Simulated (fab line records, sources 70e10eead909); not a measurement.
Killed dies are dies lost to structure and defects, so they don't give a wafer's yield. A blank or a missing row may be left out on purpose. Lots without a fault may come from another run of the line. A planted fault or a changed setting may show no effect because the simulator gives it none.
Which tool did it? | flow nand_harc | 11 lots, 33 wafers sampled, at 3 steps of a route of 1302

WHAT THE GAUGES READ, wafer by wafer
NHARC_P_ZERO_WELL_CD_MEAS_24: target cd 720 nm.
lot  | measured     | on        | cd_nm (nm)
L224 | day 2 08:44  | cd_sem-01 | 723.8 723.5 720.7
L225 | day 2 18:34  | cd_sem-03 | 719.1 721.5 722.8
L228 | day 4 00:37  | cd_sem-03 | 717.8 716.7 720.8
L232 | day 5 16:43  | cd_sem-02 | 721.6 719.6 720.3
L233 | day 6 02:28  | cd_sem-02 | 722.3 720.2 720.5
L234 | day 6 13:32  | cd_sem-03 | 709.4 702.3 706.8
L240 | day 9 00:35  | cd_sem-02 | 722.2 721.0 721.5
L243 | day 10 06:26 | cd_sem-02 | 719.3 719.9 723.2
L244 | day 10 16:24 | cd_sem-01 | 718.6 722.9 721.9
L245 | day 11 02:30 | cd_sem-03 | 719.8 719.7 723.2
L246 | day 11 12:28 | cd_sem-01 | 717.3 721.0 721.6

WHICH TOOL RAN EACH LOT (tool, then ch and the chambers of the sampled wafers, then the start)
lot  | NHARC_P_ZERO_WELL_ETCH_63        | NHARC_P_ZERO_WELL_EXPOSE_21
L224 | rie_si-02 ch 0,3, day 2 07:39    | krf_scanner-01 ch 0, day 2 08:35
L225 | rie_si-02 ch 1,2, day 2 17:35    | krf_scanner-04 ch 0, day 2 18:24
L228 | rie_si-01 ch 1,2,3, day 3 23:43  | krf_scanner-01 ch 0, day 4 00:28
L232 | rie_si-01 ch 1,2, day 5 15:45    | krf_scanner-04 ch 0, day 5 16:34
L233 | rie_si-03 ch 0,3, day 6 01:32    | krf_scanner-03 ch 0, day 6 02:19
L234 | rie_si-01 ch 0,1,3, day 6 12:39  | krf_scanner-01 ch 0, day 6 13:23
L240 | rie_si-01 ch 1,3, day 8 23:40    | krf_scanner-01 ch 0, day 9 00:25
L243 | rie_si-02 ch 0,2,3, day 10 05:40 | krf_scanner-01 ch 0, day 10 06:17
L244 | rie_si-03 ch 0,3, day 10 15:35   | krf_scanner-01 ch 0, day 10 16:15
L245 | rie_si-03 ch 0,3, day 11 01:42   | krf_scanner-01 ch 0, day 11 02:21
L246 | rie_si-03 ch 0,1,3, day 11 11:41 | krf_scanner-01 ch 0, day 11 12:19
- NHARC_P_ZERO_WELL_ETCH_63: etches the open film in HBr/Cl2, target depth 120 nm, time 40.1 s.
- NHARC_P_ZERO_WELL_EXPOSE_21: exposes mask P NWELL, target cd 720 nm.

THE ANSWER, worked out from the rows above alone
Rule: what is usual is taken from the lots themselves. Put in order of their means at a reading, lots are off if they are a third of the lots or fewer, leave a main group of 4 or more, and stand apart from it by a gap of 3 or more times the standard deviation of the main group's means; of several such gaps the widest counts. A main group whose means are all the same, to the digits that the tables above print for the reading, isn't used. A lot without any number at a reading at which 4 lots or more have one is off too. The other lots that the step has rows for count as sound.
Off: L234, at NHARC_P_ZERO_WELL_CD_MEAS_24 (cd_nm). The main group: mean 720.8 nm, standard deviation 1.
A tool fits if, at a process step before that reading, it ran every lot that is off, and no sound lot after the first of them. The gauges at NHARC_P_ZERO_WELL_CD_MEAS_24 are tried like those tools. None of those tried fits.

WHAT THE SIMULATOR HAD PUT IN
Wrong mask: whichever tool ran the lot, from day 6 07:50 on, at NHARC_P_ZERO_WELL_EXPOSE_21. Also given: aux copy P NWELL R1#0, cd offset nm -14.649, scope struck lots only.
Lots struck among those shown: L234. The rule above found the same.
